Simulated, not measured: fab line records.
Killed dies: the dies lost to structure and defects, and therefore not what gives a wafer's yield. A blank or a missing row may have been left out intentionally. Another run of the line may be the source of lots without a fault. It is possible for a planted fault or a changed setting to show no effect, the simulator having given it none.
fab line records + flow nand-harc
record
- lots=5
- wafers=15
- last-day=23
route steps=1159 shown A_WL_FILL@822 A_CONTACT@840 END@1159
lots with no fault: from the same line, run without faults
start-h: hours from the record's first day to the start of the lot's first wafer shown + wait-h: hours elapsed since this lot's preceding step + " unchanged from the row above + L1.1+2: a row that stands for several wafers + - no value, or no start was given + * or withheld: withheld + < > ~ a bound
route shown NAME@n: NAME is a module with steps in the file, n the number in the route of the first one + usual: the fault-free wafers' mean and standard deviation + same: alike in all rows + chamber/n: place in a boat + sites: readings site by site + _std_site: how widely they spread, as a standard deviation + _edge_site: inner sites' mean taken away from outer sites' mean + radius-mm: for every site, how far away it sits from the centre of the wafer + mask NAME#n: copy n + behind: tool/chamber where the wafer was last shaped + hold: cause of the lot's hold/its duration in hours/its outcome + device: which transistor (n, p or np) failed to switch + end of line: the tests these same wafers got at the end of their route + step lacking rows: just its recipe + killed: count of dies lost to structure and defects at first sort (not the wafer's yield) + map: per-die view of a wafer (x killed, . not killed, _ where there is no die)
set.NAME: the run value of the setting; set.NAME@STEP: its run value at that earlier step + model.NAME: the simulator's own value behind a step, which no gauge read
lots at some steps of the route; a table a step, a row a wafer
services: when a tool's chamber went out of use (start-h, in hours from the record's first day, below 0 if earlier), for how many hours, and the reason
## steps
# step NHARC_A_WL_FILL_ALD_10
# recipe
- target-thk-a=500
- pulse-time-s=10
- ald-cycles=500
- temp-c=300
- material=SiO2
# step NHARC_A_WL_FILL_ETCHBACK_16
# recipe
- target-depth-a=880
- time-s=17.6
- c4f8-flow-sccm=withheld
- o2-flow-sccm=8
- ar-flow-sccm=withheld
- rf-w=600
- bias-w=800
- chemistry=C4F8/O2/Ar
# step NHARC_A_WL_FILL_STRIP_29
# recipe
- time-s=20
- o2-flow-sccm=500
- ar-flow-sccm=0
- bias-w=0
- chemistry=O2
# usual
- drypump-motor-current-A=5.9/0.46
- oes-product-au=0.996/0.0088
- rf-vpp-V=57.6/0.91
- showerhead-plenum-p-Torr=3.44/0.15
- throttle-valve-pct=17.036/0.0081
| lot.wafer | tool        | chamber | start-h | wait-h | drypump-motor-current-A | oes-product-au | rf-hours-counter-h | rf-vpp-V | showerhead-plenum-p-Torr | throttle-valve-pct |
|-----------|-------------|---------|---------|--------|-------------------------|----------------|--------------------|----------|--------------------------|--------------------|
| L385.3    | rie-diel-01 | 0       | 377.27  | 0.1    | 5.3                     | 1.003          | 1.8                | 56.4     | 3.33                     | 17.039             |
| L385.1    | "           | 1       | "       | "      | 6.3                     | 1.014          | 1.6                | 57.0     | 3.33                     | 17.030             |
| L385.2    | "           | 3       | "       | "      | 5.6                     | 1.001          | 1.8                | 57.2     | 3.72                     | 17.014             |
| L388.3    | rie-diel-01 | 1       | 387.95  | 0.1    | 6.3                     | 1.005          | 1.8                | 57.0     | 3.33                     | 17.044             |
| L388.6    | "           | 2       | "       | "      | 6.1                     | 1.000          | -                  | 56.0     | 3.30                     | 17.020             |
| L388.5    | "           | 3       | "       | "      | 5.5                     | 1.001          | -                  | 58.5     | 3.72                     | 17.037             |
| L389.4    | rie-diel-06 | 0       | 410.53  | 0.1    | 6.3                     | 0.999          | 9.0                | 57.8     | 3.49                     | 17.031             |
| L389.5    | "           | 2       | "       | "      | 4.8                     | 0.980          | -                  | 56.7     | 3.43                     | 17.034             |
| L389.6    | "           | 3       | "       | "      | 5.6                     | 0.995          | -                  | 58.3     | 3.60                     | 17.035             |
| L392.1    | rie-diel-07 | 2       | 423.31  | 0.1    | 5.7                     | 0.990          | 0.4                | 58.0     | 3.67                     | 17.034             |
| L392.2    | "           | 3       | "       | "      | 6.0                     | 1.003          | 0.4                | 57.2     | 3.35                     | 17.043             |
| L392.6    | "           | 3       | "       | "      | 6.0                     | 1.002          | -                  | 57.2     | 3.35                     | 17.037             |
| L394.4    | rie-diel-06 | 1       | 449.20  | 0.1    | 6.2                     | 1.010          | 1.6                | 58.2     | 3.65                     | 17.039             |
| L394.3    | "           | 3       | "       | "      | 5.6                     | 1.006          | 1.6                | 58.3     | 3.59                     | 17.033             |
| L394.2    | "           | 0       | "       | "      | 6.3                     | 0.995          | 1.6                | 58.8     | 3.49                     | 17.029             |
# step NHARC_A_WL_FILL_ETCHBACK_17
# recipe
- target-depth-a=40
- time-s=26.7
- chemistry=Cl2/BCl3
# step NHARC_A_WL_FILL_PRECLEAN_18
# recipe
- time-s=30
- chemistry=dHF
# step NHARC_A_WL_FILL_SRD_21
# step NHARC_A_WL_FILL_CVD_23
# recipe
- target-thk-a=400
- temp-c=620
- pressure-mtorr=200
- time-s=800
- material=poly-Si
# step NHARC_A_WL_FILL_ETCHBACK_26
# recipe
- target-depth-a=520
- time-s=13.3
- hbr-flow-sccm=150
- rf-w=350
- icp-w=350
- bias-w=60
- chemistry=HBr
# usual
- drypump-motor-current-A=5.8/0.58
- oes-product-au=1.003/0.0099
- rf-fwd-power-W=342.6/1.6
- throttle-valve-pct=23.267/0.0082
| lot.wafer | tool      | chamber | start-h | wait-h | drypump-motor-current-A | oes-product-au | rf-fwd-power-W | rf-hours-counter-h | throttle-valve-pct |
|-----------|-----------|---------|---------|--------|-------------------------|----------------|----------------|--------------------|--------------------|
| L385.1    | rie-si-05 | 2       | 382.50  | 0.4    | 5.4                     | 0.996          | 345.7          | 1.1                | 23.265             |
| L385.2    | "         | 0       | "       | "      | 6.4                     | 1.017          | 345.1          | 0.6                | 23.260             |
| L385.3    | "         | 1       | "       | "      | 6.6                     | 0.999          | 343.1          | 1.1                | 23.264             |
| L388.3    | rie-si-01 | 0       | 393.03  | 0.4    | 5.5                     | 0.998          | 340.5          | 0.6                | 23.276             |
| L388.5    | "         | 3       | "       | "      | 5.2                     | 1.004          | 342.5          | -                  | 23.268             |
| L388.6    | "         | 0       | "       | "      | 5.5                     | 0.998          | 342.0          | -                  | 23.278             |
| L389.4    | rie-si-05 | 0       | 415.69  | 0.4    | 6.4                     | 0.997          | 344.0          | 0.8                | 23.270             |
| L389.6    | "         | 2       | "       | "      | 5.4                     | 0.996          | 343.8          | -                  | 23.263             |
| L389.5    | "         | 3       | "       | "      | 6.2                     | 1.002          | 342.3          | -                  | 23.278             |
| L392.2    | rie-si-04 | 0       | 427.63  | 0.4    | 6.1                     | 1.012          | 344.9          | 1.2                | 23.274             |
| L392.1    | "         | 3       | "       | "      | 4.8                     | 1.025          | 340.7          | 1.0                | 23.278             |
| L392.6    | "         | 1       | "       | "      | 5.5                     | 0.995          | 343.2          | -                  | 23.253             |
| L394.4    | rie-si-05 | 1       | 454.47  | 0.4    | 6.6                     | 1.003          | 342.4          | 0.2                | 23.281             |
| L394.2    | "         | 2       | "       | "      | 5.4                     | 0.990          | 344.6          | 0.3                | 23.261             |
| L394.3    | "         | 3       | "       | "      | 6.2                     | 1.008          | 341.2          | 0.3                | 23.257             |
# step NHARC_A_WL_FILL_PRECLEAN_30
# recipe
- time-s=10
- chemistry=dHF
# step NHARC_A_WL_FILL_SRD_14
# step NHARC_A_WL_FILL_ALD_19
# recipe
- target-thk-a=20
- pulse-time-s=3
- ald-cycles=100
- temp-c=450
- material=TiN
# step NHARC_A_WL_FILL_CVD_20
# recipe
- target-thk-a=750
- temp-c=300
- pressure-torr=40
- wf6-flow-sccm=40
- h2-flow-sccm=1600
- ar-flow-sccm=1560
- time-s=5064
- material=W
# usual
- heater-power-w=482/58
- throttle-valve-pct=7.81/0.27
| lot.wafer | tool     | chamber | start-h | wait-h | heater-power-w | throttle-valve-pct |
|-----------|----------|---------|---------|--------|----------------|--------------------|
| L385.2    | cvd-w-01 | 1       | 391.41  | -      | 379            | 7.55               |
| L385.1    | "        | 0       | "       | "      | 529            | 8.22               |
| L385.3    | "        | 0       | 393.55  | -      | 538            | 8.41               |
| L388.3    | cvd-w-02 | 1       | 402.58  | -      | 492            | 7.94               |
| L388.6    | "        | 0       | "       | "      | 525            | 7.24               |
| L388.5    | "        | 1       | "       | "      | 482            | 7.72               |
| L389.4    | cvd-w-02 | 0       | 417.61  | -      | 529            | 7.34               |
| L389.6    | "        | 0       | 419.05  | -      | 526            | 7.52               |
| L389.5    | "        | 1       | "       | "      | 501            | 7.73               |
| L392.1    | cvd-w-02 | 0       | 428.10  | -      | 514            | 7.41               |
| L392.2    | "        | 1       | "       | "      | 481            | 8.02               |
| L392.6    | "        | 0       | 430.98  | -      | 535            | 7.39               |
| L394.2    | cvd-w-01 | 1       | 454.94  | -      | 406            | 7.72               |
| L394.3    | "        | 1       | 456.38  | -      | 382            | 7.99               |
| L394.4    | "        | 0       | "       | "      | 537            | 8.25               |
# step NHARC_A_WL_FILL_CMP_12
# recipe
- t-overpolish-s=30
- target-thk-nm=75
# usual
- motor-current-A=11.7/0.98
- overpolish-run-s=29.999/0.0086
- time-to-endpoint-s=14.4/2.1
| lot.wafer | tool   | chamber | start-h | wait-h | motor-current-A | overpolish-run-s | time-to-endpoint-s |
|-----------|--------|---------|---------|--------|-----------------|------------------|--------------------|
| L385.3    | cmp-03 | 3       | 396.43  | 2.2    | 12.2            | 30.004           | 14.6               |
| L385.2    | "      | 0       | "       | "      | 11.9            | 29.994           | 16.4               |
| L385.1    | "      | 2       | "       | "      | 11.2            | 29.998           | 15.9               |
| L388.3    | cmp-04 | 2       | 405.48  | 2.2    | 11.2            | 29.993           | 12.4               |
| L388.5    | "      | 1       | "       | "      | 11.1            | 30.005           | 10.8               |
| L388.6    | "      | 2       | "       | "      | 11.5            | 30.004           | 10.7               |
| L389.4    | cmp-03 | 0       | 421.30  | 3.0    | 11.1            | 29.987           | 17.1               |
| L389.6    | "      | 2       | "       | "      | 10.5            | 30.005           | 16.0               |
| L389.5    | "      | 3       | "       | "      | 11.4            | 30.002           | 17.9               |
| L392.1    | cmp-04 | 1       | 433.21  | 4.4    | 11.2            | 30.001           | 15.0               |
| L392.2    | "      | 2       | "       | "      | 10.8            | 30.003           | 14.3               |
| L392.6    | "      | 3       | "       | "      | 12.6            | 29.999           | 11.6               |
| L394.3    | cmp-03 | 2       | 460.00  | 2.9    | 10.7            | 30.003           | 13.0               |
| L394.4    | "      | 3       | "       | "      | 11.2            | 29.990           | 13.1               |
| L394.2    | "      | 0       | "       | "      | 11.0            | 29.999           | 16.2               |
# step NHARC_A_WL_FILL_SRD_31
# step NHARC_A_CONTACT_DEP_24
# recipe
- target-thk-a=5000
- temp-c=400
- pressure-torr=6.5
- rf-w=900
- teos-flow-sccm=161.4
- flow-sccm=2650
- target-thk-nm=500
- gas=O2
- material=SiO2
# step NHARC_A_CONTACT_DEP_28
# recipe
- target-thk-a=36000
- temp-c=400
- material=aC
# step NHARC_A_CONTACT_DEP_29
# recipe
- target-thk-a=700
- target-thk-nm=70
- temp-c=400
- pressure-torr=3.5
- flow-sccm=200
- rf-w=350
- material=SiON
# usual
- heater-power-w=734/73
- rf-fwd-power-W=348.7/1.1
| lot.wafer | tool     | chamber | start-h | wait-h | heater-power-w | rf-fwd-power-W |
|-----------|----------|---------|---------|--------|----------------|----------------|
| L385.2    | pecvd-04 | 0       | 399.95  | 1.5    | 736            | 348.2          |
| L385.3    | "        | 1       | "       | "      | 733            | 350.1          |
| L385.1    | "        | 2       | "       | "      | 711            | 348.3          |
| L388.3    | pecvd-04 | 2       | 410.96  | 1.2    | 724            | 349.5          |
| L388.6    | "        | 2       | "       | "      | 759            | 350.9          |
| L388.5    | "        | 0       | "       | "      | 818            | 348.3          |
| L389.5    | pecvd-02 | 2       | 426.94  | 0.6    | 660            | 347.6          |
| L389.6    | "        | 0       | "       | "      | 705            | 350.2          |
| L389.4    | "        | 1       | "       | "      | 803            | 347.7          |
| L392.1    | pecvd-04 | 0       | 436.79  | 1.9    | 808            | 347.3          |
| L392.2    | "        | 1       | "       | "      | 775            | 348.2          |
| L392.6    | "        | 0       | "       | "      | 800            | 348.2          |
| L394.2    | pecvd-02 | 1       | 464.36  | 1.5    | 738            | 348.1          |
| L394.3    | "        | 2       | "       | "      | 661            | 348.6          |
| L394.4    | "        | 2       | "       | "      | 688            | 350.5          |
# step NHARC_A_CONTACT_DEHYDRATE_32
# recipe
- temp-c=150
- time-s=120
# step NHARC_A_CONTACT_HMDS_33
# recipe
- time-s=30
# step NHARC_A_CONTACT_COAT_34
# recipe
- temp-c=260
- time-s=75
# step NHARC_A_CONTACT_COAT_35
# recipe
- temp-c=225
- time-s=65
# step NHARC_A_CONTACT_COAT_36
# recipe
- spin-rpm=1500
- resist-thk-nm=90
# step NHARC_A_CONTACT_SOFTBAKE_37
# recipe
- temp-c=105
- time-s=55
# step NHARC_A_CONTACT_EBR_38
# step NHARC_A_CONTACT_EXPOSE_39
# recipe
- na=1.35
- sigma-outer=0.8
- dose-mj=58.79
- mask-id=A_CC_3
# step NHARC_A_CONTACT_PEB_40
# recipe
- peb-temp-c=100
- peb-time-s=65
# step NHARC_A_CONTACT_DEVELOP_41
# recipe
- develop-time-s=35
- dev-temp-c=23
# step NHARC_A_CONTACT_CD_MEAS_42
# recipe
- target-cd-nm=200
- landing-energy-ev=500
# usual
- cd-nm=199.9/0.55
| lot.wafer | tool      | chamber | start-h | wait-h | cd-nm |
|-----------|-----------|---------|---------|--------|-------|
| L385.1    | cd-sem-02 | 0       | 400.68  | -      | 200.6 |
| L385.2    | "         | 0       | "       | "      | 199.7 |
| L385.3    | "         | 0       | "       | "      | 200.6 |
| L388.3    | cd-sem-01 | 0       | 411.66  | -      | 199.4 |
| L388.5    | "         | 0       | "       | "      | 199.7 |
| L388.6    | "         | 0       | "       | "      | 199.8 |
| L389.4    | cd-sem-01 | 0       | 427.59  | -      | 199.5 |
| L389.5    | "         | 0       | "       | "      | 199.4 |
| L389.6    | "         | 0       | "       | "      | 199.2 |
| L392.1    | cd-sem-02 | 0       | 437.49  | -      | 200.5 |
| L392.2    | "         | 0       | "       | "      | 199.8 |
| L392.6    | "         | 0       | "       | "      | 200.4 |
| L394.2    | cd-sem-01 | 0       | 464.94  | -      | 199.4 |
| L394.3    | "         | 0       | "       | "      | 199.9 |
| L394.4    | "         | 0       | "       | "      | 198.9 |
# step NHARC_A_CONTACT_OVL_MEAS_43
# usual
- overlay-x-nm=-0.3/0.84
- overlay-y-nm=0.0/0.8
| lot.wafer | tool       | chamber | start-h | wait-h | overlay-x-nm | overlay-y-nm |
|-----------|------------|---------|---------|--------|--------------|--------------|
| L385.1    | overlay-02 | -       | 400.76  | -      | -0.2         | -0.6         |
| L385.2    | "          | -       | "       | "      | -0.3         | -0.7         |
| L385.3    | "          | -       | "       | "      | -0.1         | 0.3          |
| L388.3    | overlay-02 | -       | 411.76  | -      | -0.3         | 0.5          |
| L388.5    | "          | -       | "       | "      | -0.8         | 1.1          |
| L388.6    | "          | -       | "       | "      | -1.1         | 0.7          |
| L389.4    | overlay-01 | -       | 427.68  | -      | 0.2          | -0.5         |
| L389.5    | "          | -       | "       | "      | 0.1          | 0.2          |
| L389.6    | "          | -       | "       | "      | -0.3         | -0.7         |
| L392.1    | overlay-02 | -       | 437.58  | -      | -0.6         | -1.9         |
| L392.2    | "          | -       | "       | "      | -0.5         | -1.1         |
| L392.6    | "          | -       | "       | "      | -0.5         | -1.7         |
| L394.2    | overlay-02 | -       | 465.02  | -      | -0.8         | -0.3         |
| L394.3    | "          | -       | "       | "      | -0.8         | 0.2          |
| L394.4    | "          | -       | "       | "      | -0.3         | 0.3          |
# step NHARC_A_CONTACT_DESCUM_47
# recipe
- time-s=3
- o2-flow-sccm=200
- ar-flow-sccm=0
- bias-power-w=0
- chemistry=O2
# usual
- drypump-motor-current-A=5.7/0.45
- oes-product-au=0.998/0.0079
- rf-vpp-V=57.7/0.9
- showerhead-plenum-p-Torr=1.90/0.056
- throttle-valve-pct=11.311/0.01
| lot.wafer | tool        | chamber | start-h | wait-h | hold                     | drypump-motor-current-A | oes-product-au | rf-hours-counter-h | rf-vpp-V | showerhead-plenum-p-Torr | throttle-valve-pct |
|-----------|-------------|---------|---------|--------|--------------------------|-------------------------|----------------|--------------------|----------|--------------------------|--------------------|
| L385.2    | rie-diel-13 | 2       | 400.86  | 0.1    | -                        | 6.2                     | 1.001          | 20                 | 56.8     | 1.96                     | 11.319             |
| L385.1    | "           | 0       | "       | "      | -                        | 5.6                     | 1.003          | 18                 | 56.7     | 1.92                     | 11.308             |
| L385.3    | "           | 1       | "       | "      | -                        | 6.1                     | 1.010          | 21                 | 59.2     | 1.89                     | 11.325             |
| L388.3    | rie-diel-13 | 0       | 411.89  | 0.1    | -                        | 5.5                     | 1.009          | 22                 | 59.2     | 1.92                     | 11.308             |
| L388.5    | "           | 1       | "       | "      | -                        | 6.1                     | 1.000          | -                  | 57.2     | 1.89                     | 11.323             |
| L388.6    | "           | 2       | "       | "      | -                        | 6.1                     | 0.994          | -                  | 57.7     | 1.96                     | 11.314             |
| L389.4    | rie-diel-11 | 1       | 427.77  | 0.1    | -                        | 5.3                     | 0.995          | 17                 | 58.8     | 1.80                     | 11.324             |
| L389.5    | "           | 1       | "       | "      | -                        | 5.3                     | 0.999          | -                  | 58.3     | 1.80                     | 11.300             |
| L389.6    | "           | 2       | "       | "      | -                        | 6.0                     | 0.996          | -                  | 58.2     | 1.96                     | 11.324             |
| L392.1    | rie-diel-11 | 2       | 440.78  | 3.0    | await-dispo/2.9h/release | 6.0                     | 0.989          | 23                 | 57.4     | 1.95                     | 11.319             |
| L392.2    | "           | 3       | "       | "      | await-dispo/2.9h/release | 5.0                     | 1.000          | 22                 | 57.7     | 1.87                     | 11.305             |
| L392.6    | "           | 3       | "       | "      | await-dispo/2.9h/release | 5.0                     | 0.995          | -                  | 57.2     | 1.87                     | 11.311             |
| L394.4    | rie-diel-13 | 3       | 465.12  | 0.1    | -                        | 5.1                     | 0.988          | 1                  | 57.4     | 1.87                     | 11.311             |
| L394.2    | "           | 0       | "       | "      | -                        | 5.6                     | 1.005          | 1                  | 58.2     | 1.91                     | 11.324             |
| L394.3    | "           | 1       | "       | "      | -                        | 6.2                     | 1.006          | 1                  | 55.9     | 1.89                     | 11.310             |
# step NHARC_END_SORT_01
# recipe
- temp-c=25
# usual
- killed-at-array=27/8.8
- killed-at-other=0.4/0.82
- killed-at-periphery=3.1/2.1
- killed-dies=31/8.8
- killed-open=3.3/2
- killed-short=2.0/1.4
# same
- gross-dies=677
| lot.wafer | tool      | chamber | start-h | wait-h | killed-at-array | killed-at-other | killed-at-periphery | killed-dies | killed-open | killed-short |
|-----------|-----------|---------|---------|--------|-----------------|-----------------|---------------------|-------------|-------------|--------------|
| L392.1    | prober-01 | 0       | 538.71  | 2.5    | 99              | 0               | 4                   | 103         | 7           | 2            |
| L392.2    | prober-01 | 0       | 539.52  | 2.8    | 24              | 0               | 0                   | 24          | 1           | 0            |
| L392.6    | prober-01 | 0       | 542.75  | 4.0    | 98              | 0               | 1                   | 99          | 4           | 5            |
| L394.4    | prober-01 | 0       | 548.48  | 3.4    | 37              | 0               | 2                   | 39          | 3           | 2            |
# killed by level:class
L392.1 A_WL_FILL:unspecified=65 A_CHANNEL_HOLE_D1:chamber-film-flake=25 A_CONTACT:geometric-particle:open=3 P_GATE:geometric-particle:open=2 P_STI:chamber-film-flake=2 A_CONTACT:chamber-film-flake=2 A_CHANNEL_FILL_D1:geometric-particle:short=1 A_WL_FILL:geometric-particle:open=1
L392.2 A_CHANNEL_HOLE_D1:chamber-film-flake=19 A_CONTACT:chamber-film-flake=3 A_CONTACT:geometric-particle:open=1 A_CHANNEL_FILL_D1:chamber-film-flake=1
L392.6 A_WL_FILL:unspecified=71 A_CHANNEL_HOLE_D1:chamber-film-flake=16 A_CHANNEL_FILL_D1:geometric-particle:short=3 A_WL_FILL:geometric-particle:open=2 A_STAIRCASE:chamber-film-flake=2 P_M1:geometric-particle:short=1 A_ONON_D1:geometric-particle:open=1 A_CHANNEL_HOLE_D1:geometric-particle:open=1
L394.4 A_SLIT:chamber-film-flake=16 A_CHANNEL_HOLE_D1:chamber-film-flake=6 A_CONTACT:chamber-film-flake=6 A_ZERO_WELL:chamber-film-flake=3 A_CONTACT:geometric-particle:open=2 A_SOURCE_PLATE:geometric-particle:open=1 A_SGD_CUT:geometric-particle:short=1 A_WL_FILL:geometric-particle:short=1
# map L392.1 (x killed, . not)
____________x____________
_________xxxx..._________
_______xxxxxx....._______
______xxxxxxxx.....______
_____.xxxxxxx.x....._____
____.xxxxxxxx........____
____xxxxxxxxxx.......____
___...xxxxxxx..x.x....___
___x...xxxxxx...x.....___
__......xxxxxxxxx......__
__.....x.x...x.x.......__
_........x.....xxx......_
_...........x.x.x.x....._
_........x...xx.x......._
_............xxx........_
_..x...................._
.............x...........
.........................
...................x..x..
.........................
.........................
_......................._
_.........x............x_
_...x..................._
_......................x_
_.x..x........x........._
__..............x......__
__.....................__
___....x..............___
___...................___
____.................____
____.................____
_____..............._____
______.............______
_______..........._______
_________......._________
____________.____________
# map L388.5 (x killed, . not)
____________.____________
_________......._________
_______..........._______
______............x______
_____..............._____
____...............x.____
____.........x.......____
___.............x.....___
___.................x.___
__.................x..x__
__.................x..x__
_...................xxxx_
_...................xxxx_
_.......x............x.x_
_.........x...........x._
_....................x.x_
.........x...............
....x......x.............
..................x......
.........................
..........x..............
_.....x............x...._
_......................._
_......................._
_.................x....._
_.............x........._
__xx.x.............x...__
__.................x...__
___....x..............___
___......x............___
____.................____
____.................____
_____..............._____
______.....x.......______
_______..........._______
_________......._________
____________.____________
## services
| tool        | chamber | start-h | hours | kind   |
|-------------|---------|---------|-------|--------|
| cmp-03      | -       | 357.14  | 6.1   | repair |
| cvd-w-02    | 0       | 363.96  | 1.8   | repair |
| rie-diel-11 | -       | 367.85  | 9.0   | pm     |
| rie-diel-13 | -       | 369.96  | 1.1   | repair |
| pecvd-04    | -       | 376.24  | 13.0  | pm     |
| cvd-w-02    | -       | 376.77  | 13.0  | pm     |
| rie-diel-06 | -       | 381.89  | 0.5   | repair |
| cmp-04      | -       | 388.85  | 4.1   | repair |
| rie-diel-01 | 3       | 391.06  | 2.8   | repair |
| rie-diel-07 | 2       | 393.93  | 6.5   | repair |
| cmp-04      | -       | 399.25  | 4.0   | pm     |
| rie-si-01   | 0       | 401.57  | 2.1   | repair |
| cmp-04      | -       | 415.49  | 0.4   | repair |
| rie-si-05   | -       | 416.00  | 9.0   | pm     |
| rie-diel-06 | -       | 418.49  | 9.0   | pm     |
| rie-diel-13 | 3       | 421.97  | 15.2  | repair |
| cvd-w-01    | 0       | 429.03  | 9.8   | repair |
| rie-diel-13 | 2       | 430.23  | 30.7  | repair |
| rie-diel-13 | 1       | 435.15  | 6.1   | repair |
| cmp-03      | -       | 439.07  | 1.0   | repair |
| cmp-03      | -       | 450.02  | 4.0   | pm     |
| rie-diel-13 | -       | 453.00  | 9.0   | pm     |
| cmp-04      | -       | 460.97  | 1.1   | repair |
| cmp-03      | -       | 461.71  | 1.7   | repair |
## key
first-sign
- step=NHARC_END_SORT_01
- reading=killed-at-array
- direction=up
- sigmas=8.1
- usual=27
- struck=98
effect
- step=NHARC_END_SORT_01
- reading=killed-dies
- direction=up
- sigmas=7.9
- usual=31
- struck=101
more-kills-born-at
- NHARC_A_WL_FILL_CVD_20@cvd-w-02=136
met-at NHARC_A_WL_FILL_CVD_20
struck-wafers L392.1,L392.6
tester-left-out L392
onset-between 417.61 428.10
fault
- kind=chamber-particle-source
- tool=cvd-w-02
- chamber=0
- onset-h=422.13
- steps=NHARC_A_WL_FILL_CVD_20
- rate-per-visit-cm2=0.94521
- end-h=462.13
# tester-left-out: of these lots the tester's yield and bins aren't shown, on N5 and GAA mostly nor the transistor test; their killed dies are dies lost to structure and defects alone, not to doping, threshold or leakage, so they don't give the yield
